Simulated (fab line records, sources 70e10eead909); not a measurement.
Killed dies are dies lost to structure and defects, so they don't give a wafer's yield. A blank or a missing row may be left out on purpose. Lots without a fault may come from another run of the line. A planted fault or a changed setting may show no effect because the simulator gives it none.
A struck lot beside a sound one | flow nand_harc | 14 steps out of a route of 1302
Sound: wafers L735.1, L735.5, L735.6. Struck: wafers L745.3, L745.4, L745.5. The cause comes at the end.
At each step with rows: each side's tool, then ch and its chambers, then its first start. Under that, the readings that differ: sound wafers | struck wafers | difference of the means | sigmas: that difference in standard deviations of wafers without a fault.
alike: readings whose means differ by less than 2 such deviations, and words and numbers that are the same on both sides. not compared: withheld readings, readings that some wafer has no value for, bounds like >300 that may hide the same value, and numbers for which the record gives no deviation and whose values overlap.
The two part at a step that has a row with sigmas, a row that says differs or no value, or rows on one side only. Numbers that don't overlap but have no deviation are shown without sigmas and don't part them. A reading that every wafer of one side lacks parts them only if that side has two wafers or more.

NHARC_A_STAIRCASE_DEP_280: deposits SiON, target thk 30 nm.
  sound on pecvd-04 ch 1,2, day 19 02:52; struck on pecvd-04 ch 1,2, day 23 02:28
  alike: heater_power_w
then, 9 steps without rows for these wafers: NHARC_A_STAIRCASE_DEHYDRATE_281 (time 120 s); NHARC_A_STAIRCASE_HMDS_282 (time 30 s); NHARC_A_STAIRCASE_COAT_283; NHARC_A_STAIRCASE_SOFTBAKE_284 (time 170 s); NHARC_A_STAIRCASE_EBR_285; NHARC_A_STAIRCASE_EXPOSE_286 (exposes mask CHOP 100); NHARC_A_STAIRCASE_PEB_287 (peb time 130 s); NHARC_A_STAIRCASE_DEVELOP_288 (time 140 s); NHARC_A_STAIRCASE_HARDBAKE_290 (time 140 s).
NHARC_A_STAIRCASE_DESCUM_291: chemistry O2, time 3 s.
  sound on rie_diel-04 ch 0,2,3, day 19 03:49; struck on rie_diel-10 ch 0,1,3, day 23 03:25
  alike: drypump_motor_current_A, oes_product_au, rf_vpp_V, showerhead_plenum_p_Torr, throttle_valve_pct
  not compared: rf_hours_counter_h
NHARC_A_STAIRCASE_ETCH_292: etches the open film in CF4/CHF3.
  sound on rie_diel-04 ch 2,3, day 19 03:53; struck on rie_diel-10 ch 2,3, day 23 03:28
  no value came back on the struck wafers for any of 7 readings (bias_w (W), cf4_flow_sccm (sccm) and others); on the sound wafers bias_w (W) reads 201.5 201.3 199.9
  not compared: rf_hours_counter_h
NHARC_A_STAIRCASE_HM_OPEN_460: chemistry O2/COS.
  sound on rie_diel-04 ch 0,1,2; struck on rie_diel-10 ch 1,2,3, day 23 03:35
  alike: drypump_motor_current_A, oes_product_au, rf_vpp_V, showerhead_plenum_p_Torr, throttle_valve_pct
  not compared: rf_hours_counter_h
-- the record jumps here: 9 days lie between the struck wafers' starts before and after (it left off in module A_STAIRCASE and takes up again in module END, whose first step shown is number 1302 of the route) --
NHARC_END_SORT_01:
  the record has rows for the struck wafers here (prober-02 ch 0, day 32 10:06) and none for the sound ones

WHERE THEY PART
First at NHARC_A_STAIRCASE_ETCH_292; last, within this record, at NHARC_END_SORT_01.

WHY: what the simulator had put in
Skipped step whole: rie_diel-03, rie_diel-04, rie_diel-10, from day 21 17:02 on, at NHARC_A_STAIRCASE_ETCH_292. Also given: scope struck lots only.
